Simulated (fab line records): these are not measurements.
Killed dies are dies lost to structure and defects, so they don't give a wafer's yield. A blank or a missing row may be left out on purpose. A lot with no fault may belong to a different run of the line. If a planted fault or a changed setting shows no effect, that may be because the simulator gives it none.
Which of the tools did it?    flow n5 finfet    24 lots, 72 wafers sampled, at 6 steps of a route of 1938

== WHAT THE GAUGES SHOWED, per wafer ==
The record holds no reading of a measuring or inspecting step that can be judged against a usual standard deviation.

== WHAT TOOL EACH LOT RAN ON (gives the tool, then ch and the chambers of the sampled wafers, and finally the start) ==
lot   N5_BEOL_M4_ETCHBACK_99              N5_BEOL_M4_SPUTTER_81         N5_BEOL_M4_SPUTTER_86         N5_BEOL_M4_ANNEAL_93          N5_BEOL_M4_DEP_57                N5_BEOL_M5_PECVD_70
L074  rie diel-01 ch 0,1,2, day 7 10:20   pvd sputter-01, day 7 13:22   pvd sputter-01, day 7 13:35   pvd sputter-01, day 7 14:19   pecvd-01 ch 0,2, day 7 15:40     pecvd-02 ch 0,2, day 7 17:21
L075  rie diel-06 ch 0,1,3, day 8 16:03   pvd sputter-03, day 8 17:42   pvd sputter-03, day 8 17:55   pvd sputter-03, day 8 18:40   pecvd-03 ch 0,2, day 8 20:08     pecvd-04 ch 0,2, day 8 21:49
L076  rie diel-01 ch 0,1,2, day 8 18:32   pvd sputter-01, day 8 20:42   pvd sputter-01, day 8 20:55   pvd sputter-01, day 8 21:40   pecvd-03 ch 0,1,2, day 8 23:04   pecvd-04 ch 0,2, day 9 00:46
L077  rie diel-01 ch 0,1,2, day 8 22:11   pvd sputter-02, day 9 00:29   pvd sputter-02, day 9 00:42   pvd sputter-02, day 9 01:26   pecvd-01 ch 1,2, day 9 02:51     pecvd-04 ch 0,2, day 9 04:32
L078  rie diel-05 ch 0,1,3, day 9 06:03   pvd sputter-03, day 9 08:24   pvd sputter-03, day 9 08:37   pvd sputter-03, day 9 09:22   pecvd-02 ch 0,2, day 9 10:45     pecvd-01 ch 0,1,2, day 9 12:28
L080  rie diel-01 ch 1,2, day 9 18:05     pvd sputter-02, day 9 20:38   pvd sputter-02, day 9 20:51   pvd sputter-02, day 9 21:35   pecvd-03 ch 0,1,2, day 9 22:56   pecvd-04 ch 0,1, day 10 00:53
L079  rie diel-01 ch 0,1,2, day 9 21:38   pvd sputter-02, day 9 23:34   pvd sputter-02, day 9 23:47   pvd sputter-02, day 10 00:32  pecvd-01 ch 0,2, day 10 01:53    pecvd-01 ch 0,2, day 10 03:35
L082  rie diel-01 ch 1,2, day 9 22:07     pvd sputter-03, day 10 00:04  pvd sputter-03, day 10 00:17  pvd sputter-03, day 10 01:01  pecvd-02 ch 0,1, day 10 04:43    pecvd-02 ch 0,1,2, day 10 06:26
L081  rie diel-05 ch 0,1, day 10 03:11    pvd sputter-02, day 10 04:59  pvd sputter-02, day 10 05:12  pvd sputter-02, day 10 05:56  pecvd-03 ch 1,2, day 10 07:20    pecvd-01 ch 0,1,2, day 10 09:02
L085  rie diel-01 ch 0,1,3, day 10 06:43  pvd sputter-01, day 10 08:49  pvd sputter-01, day 10 09:02  pvd sputter-01, day 10 09:47  pecvd-01 ch 1,2, day 10 11:07    pecvd-01 ch 0,2, day 10 12:49
L083  rie diel-01 ch 0,1, day 10 21:53    pvd sputter-03, day 10 23:55  pvd sputter-03, day 11 00:08  pvd sputter-03, day 11 00:52  pecvd-02 ch 0,1,2, day 11 02:17  pecvd-02 ch 0,1,2, day 11 03:59
L084  rie diel-05 ch 0,2,3, day 10 21:55  pvd sputter-01, day 11 01:32  pvd sputter-01, day 11 01:45  pvd sputter-01, day 11 02:29  pecvd-01 ch 0,1, day 11 03:53    pecvd-04 ch 1,2, day 11 05:34
L086  rie diel-06 ch 1,3, day 11 03:17    pvd sputter-02, day 11 05:34  pvd sputter-02, day 11 05:47  pvd sputter-02, day 11 06:32  pecvd-03 ch 0,2, day 11 07:56    pecvd-02 ch 0,2, day 11 09:40
L088  rie diel-01 ch 1,2,3, day 11 05:34  pvd sputter-01, day 11 07:34  pvd sputter-01, day 11 07:47  pvd sputter-01, day 11 08:32  pecvd-01 ch 0,2, day 11 09:52    pecvd-04 ch 1,2, day 11 11:34
L087  rie diel-05 ch 0,3, day 11 05:41    pvd sputter-02, day 11 07:42  pvd sputter-02, day 11 07:55  pvd sputter-02, day 11 08:40  pecvd-02 ch 1,2, day 11 10:00    pecvd-02 ch 0,1, day 11 11:41
L089  rie diel-05 ch 1,2,3, day 11 20:05  pvd sputter-02, day 11 21:56  pvd sputter-02, day 11 22:10  pvd sputter-02, day 11 22:54  pecvd-02 ch 0,1,2, day 12 00:16  pecvd-01 ch 0,1,2, day 12 01:58
L090  rie diel-05 ch 0,2,3, day 12 06:51  pvd sputter-02, day 12 09:32  pvd sputter-02, day 12 09:45  pvd sputter-02, day 12 10:29  pecvd-02 ch 0,1, day 12 11:50    pecvd-02 ch 0,2, day 12 13:31
L091  rie diel-06 ch 0,1,2, day 12 11:17  pvd sputter-02, day 12 13:20  pvd sputter-02, day 12 13:33  pvd sputter-02, day 12 14:17  pecvd-02 ch 1,2, day 12 15:47    pecvd-02 ch 1,2, day 12 17:29
L093  rie diel-05 ch 0,2, day 12 11:34    pvd sputter-01, day 12 14:44  pvd sputter-01, day 12 14:58  pvd sputter-01, day 12 15:42  pecvd-03 ch 1, day 12 17:04      pecvd-02 ch 0,1,2, day 12 19:17
L092  rie diel-01 ch 0,2,3, day 12 18:13  pvd sputter-01, day 12 20:11  pvd sputter-01, day 12 20:24  pvd sputter-01, day 12 21:08  pecvd-01 ch 1,2, day 12 22:29    pecvd-02 ch 0,1, day 13 00:11
L094  rie diel-06 ch 0,1,2, day 12 18:14  pvd sputter-03, day 12 20:17  pvd sputter-03, day 12 20:31  pvd sputter-03, day 12 21:15  pecvd-02 ch 0,1,2, day 12 22:52  pecvd-02 ch 0,1,2, day 13 00:59
L095  rie diel-01 ch 0,2, day 14 00:10    pvd sputter-03, day 14 01:56  pvd sputter-03, day 14 02:10  pvd sputter-03, day 14 02:54  pecvd-03 ch 0,1, day 14 04:15    pecvd-02 ch 0,2, day 14 05:57
L097  rie diel-05 ch 1,2,3, day 14 00:12  pvd sputter-01, day 14 03:41  pvd sputter-01, day 14 03:54  pvd sputter-01, day 14 04:38  pecvd-01 ch 1,2, day 14 06:10    pecvd-02 ch 0,2, day 14 07:53
L096  rie diel-05 ch 1,2,3, day 14 03:09  pvd sputter-02, day 14 05:16  pvd sputter-02, day 14 05:29  pvd sputter-02, day 14 06:14  pecvd-03 ch 0,1,2, day 14 07:36  pecvd-04 ch 0,1,2, day 14 09:19
- N5_BEOL_M4_ETCHBACK_99: etches SiO2 in CHF3, target depth 5 nm, time 10.4 s.
- N5_BEOL_M4_SPUTTER_81: material Cu, target thk 4.5 nm, time 8.29 s.
- N5_BEOL_M4_SPUTTER_86: material Cu, target thk 4.5 nm, time 8.29 s.
- N5_BEOL_M4_ANNEAL_93: time 240 s.
- N5_BEOL_M4_DEP_57: deposits SiCN from 3MS/NH3, target thk 8 nm, time 14 s.
- N5_BEOL_M5_PECVD_70: deposits SiO2 from TEOS/O2, target thk 16 nm, time 18 s.

== AS READ BY THE TOOLS THEMSELVES (means over the sampled wafers that have a number; for cases with no such wafer, the mark the record gives instead) ==
N5_BEOL_M4_ETCHBACK_99.
lot   tool         bias w (W)  drypump motor current A (A)  oes product au (a.u.)  rf vpp V (V)  showerhead plenum p Torr (Torr)  throttle valve pct (%)
L074  rie diel-01  47.08       5.4                          0.81                   241           2.14                             16.91
L075  rie diel-06  47.01       5.3                          0.73                   241           2.11                             17.36
L076  rie diel-01  47.05       5.5                          0.79                   240           2.14                             16.94
L077  rie diel-01  46.90       5.5                          0.79                   242           2.13                             16.93
L078  rie diel-05  47.03       6.0                          0.76                   242           2.15                             17.18
L080  rie diel-01  47.16       5.5                          0.76                   240           2.15                             16.91
L079  rie diel-01  47.02       5.4                          0.79                   241           2.13                             16.96
L082  rie diel-01  46.95       5.5                          0.76                   241           2.15                             16.90
L081  rie diel-05  46.90       6.0                          0.81                   240           2.11                             16.95
L085  rie diel-01  47.06       5.1                          0.83                   245           2.10                             16.96
L083  rie diel-01  46.93       5.0                          0.74                   242           2.11                             17.05
L084  rie diel-05  47.12       5.9                          0.84                   243           2.18                             16.97
L086  rie diel-06  46.95       5.3                          0.70                   241           2.05                             17.45
L088  rie diel-01  47.10       5.6                          0.83                   242           2.14                             16.84
L087  rie diel-05  47.04       6.1                          0.80                   240           2.14                             17.03
L089  rie diel-05  47.01       5.8                          0.86                   245           2.18                             17.01
L090  rie diel-05  47.03       5.9                          0.82                   244           2.17                             16.97
L091  rie diel-06  47.07       5.7                          0.81                   240           2.18                             17.19
L093  rie diel-05  47.16       5.9                          0.86                   241           2.13                             16.73
L092  rie diel-01  46.99       5.5                          0.83                   243           2.12                             16.92
L094  rie diel-06  46.99       5.7                          0.80                   240           2.18                             17.20
L095  rie diel-01  46.92       5.4                          0.77                   242           2.10                             17.06
L097  rie diel-05  46.97       5.8                          0.83                   244           2.18                             17.03
L096  rie diel-05  46.98       5.7                          0.84                   244           2.18                             17.04

N5_BEOL_M4_SPUTTER_81.
lot   tool            throttle valve pct (%)
L074  pvd sputter-01  30.2
L075  pvd sputter-03  30.1
L076  pvd sputter-01  31.3
L077  pvd sputter-02  29.4
L078  pvd sputter-03  30.2
L080  pvd sputter-02  30.0
L079  pvd sputter-02  30.1
L082  pvd sputter-03  30.0
L081  pvd sputter-02  29.8
L085  pvd sputter-01  30.8
L083  pvd sputter-03  30.1
L084  pvd sputter-01  31.4
L086  pvd sputter-02  29.0
L088  pvd sputter-01  30.6
L087  pvd sputter-02  29.3
L089  pvd sputter-02  28.5
L090  pvd sputter-02  30.1
L091  pvd sputter-02  30.0
L093  pvd sputter-01  30.6
L092  pvd sputter-01  31.3
L094  pvd sputter-03  30.2
L095  pvd sputter-03  29.8
L097  pvd sputter-01  30.6
L096  pvd sputter-02  30.1

N5_BEOL_M4_SPUTTER_86.
lot   tool            throttle valve pct (%)
L074  pvd sputter-01  30.2
L075  pvd sputter-03  30.1
L076  pvd sputter-01  31.1
L077  pvd sputter-02  29.3
L078  pvd sputter-03  30.4
L080  pvd sputter-02  30.2
L079  pvd sputter-02  30.2
L082  pvd sputter-03  29.9
L081  pvd sputter-02  29.8
L085  pvd sputter-01  30.9
L083  pvd sputter-03  30.1
L084  pvd sputter-01  31.2
L086  pvd sputter-02  29.0
L088  pvd sputter-01  30.6
L087  pvd sputter-02  29.2
L089  pvd sputter-02  28.6
L090  pvd sputter-02  30.2
L091  pvd sputter-02  30.2
L093  pvd sputter-01  30.6
L092  pvd sputter-01  31.4
L094  pvd sputter-03  30.1
L095  pvd sputter-03  29.9
L097  pvd sputter-01  30.5
L096  pvd sputter-02  29.9

N5_BEOL_M4_ANNEAL_93.
lot   tool            heater power w (W)
L074  pvd sputter-01  809
L075  pvd sputter-03  856
L076  pvd sputter-01  800
L077  pvd sputter-02  881
L078  pvd sputter-03  835
L080  pvd sputter-02  897
L079  pvd sputter-02  854
L082  pvd sputter-03  819
L081  pvd sputter-02  878
L085  pvd sputter-01  848
L083  pvd sputter-03  860
L084  pvd sputter-01  855
L086  pvd sputter-02  907
L088  pvd sputter-01  898
L087  pvd sputter-02  874
L089  pvd sputter-02  898
L090  pvd sputter-02  835
L091  pvd sputter-02  842
L093  pvd sputter-01  907
L092  pvd sputter-01  786
L094  pvd sputter-03  845
L095  pvd sputter-03  838
L097  pvd sputter-01  849
L096  pvd sputter-02  824

N5_BEOL_M4_DEP_57.
lot   tool      showerhead plenum p Torr (Torr)  throttle valve pct (%)
L074  pecvd-01  3.653                            8.8
L075  pecvd-03  3.658                            9.2
L076  pecvd-03  3.662                            9.4
L077  pecvd-01  3.656                            8.5
L078  pecvd-02  3.651                            8.8
L080  pecvd-03  3.660                            9.4
L079  pecvd-01  3.651                            9.0
L082  pecvd-02  3.675                            9.0
L081  pecvd-03  3.661                            9.3
L085  pecvd-01  3.652                            8.6
L083  pecvd-02  3.662                            8.9
L084  pecvd-01  3.658                            9.2
L086  pecvd-03  3.661                            9.4
L088  pecvd-01  3.648                            8.9
L087  pecvd-02  3.673                            8.9
L089  pecvd-02  3.668                            9.0
L090  pecvd-02  3.675                            9.0
L091  pecvd-02  3.662                            8.8
L093  pecvd-03  3.666                            9.8
L092  pecvd-01  3.660                            8.4
L094  pecvd-02  3.666                            9.0
L095  pecvd-03  3.667                            9.4
L097  pecvd-01  3.655                            8.2
L096  pecvd-03  3.658                            9.5

N5_BEOL_M5_PECVD_70.
lot   tool      heater power outer w (W)  heater power w (W)  showerhead plenum p Torr (Torr)  throttle valve pct (%)
L074  pecvd-02  460                       736                 8.74                             21.9
L075  pecvd-04  591                       940                 8.79                             23.0
L076  pecvd-04  526                       862                 8.80                             23.1
L077  pecvd-04  531                       849                 8.79                             23.1
L078  pecvd-01  462                       785                 8.73                             21.5
L080  pecvd-04  553                       920                 8.81                             23.7
L079  pecvd-01  412                       723                 8.73                             22.8
L082  pecvd-02  414                       684                 8.77                             22.2
L081  pecvd-01  439                       755                 8.73                             21.7
L085  pecvd-01  384                       670                 8.69                             22.1
L083  pecvd-02  420                       695                 8.78                             22.0
L084  pecvd-04  541                       927                 8.80                             23.8
L086  pecvd-02  425                       710                 8.70                             21.7
L088  pecvd-04  488                       852                 8.77                             22.5
L087  pecvd-02  423                       688                 8.87                             22.4
L089  pecvd-01  434                       754                 8.74                             21.7
L090  pecvd-02  437                       705                 8.71                             21.7
L091  pecvd-02  386                       639                 8.76                             21.9
L093  pecvd-02  439                       717                 8.79                             22.0
L092  pecvd-02  456                       740                 8.83                             22.5
L094  pecvd-02  430                       703                 8.80                             22.2
L095  pecvd-02  401                       652                 8.70                             21.7
L097  pecvd-02  440                       720                 8.74                             22.0
L096  pecvd-04  505                       856                 8.77                             23.1

== THE ANSWER, worked out from the rows above alone ==
Rule: what is usual is taken from the lots themselves. The widest of any qualifying gaps counts: lots, ordered by their means at a reading, are off when they make up no more than a third of the lots, leave a main group of 4 or more, and stand apart from it by 3 or more times the standard deviation of that group's means. The tables above print the reading to a certain number of digits; a main group whose means all agree to those digits is not used. Also off: a lot with no number at a reading for which 4 or more lots have one. Any other lot the step has rows for is counted as sound. Order of review: gauges by route order, followed by the tools' own readings, for which a lot's mean as printed above is used. At the first step where some lot is off, the reading lying furthest off is the one used; lots without a number count as furthest.
None of the lots is off at any reading shown; this tells nothing.

== WHAT WAS PUT IN BY THE SIMULATOR ==
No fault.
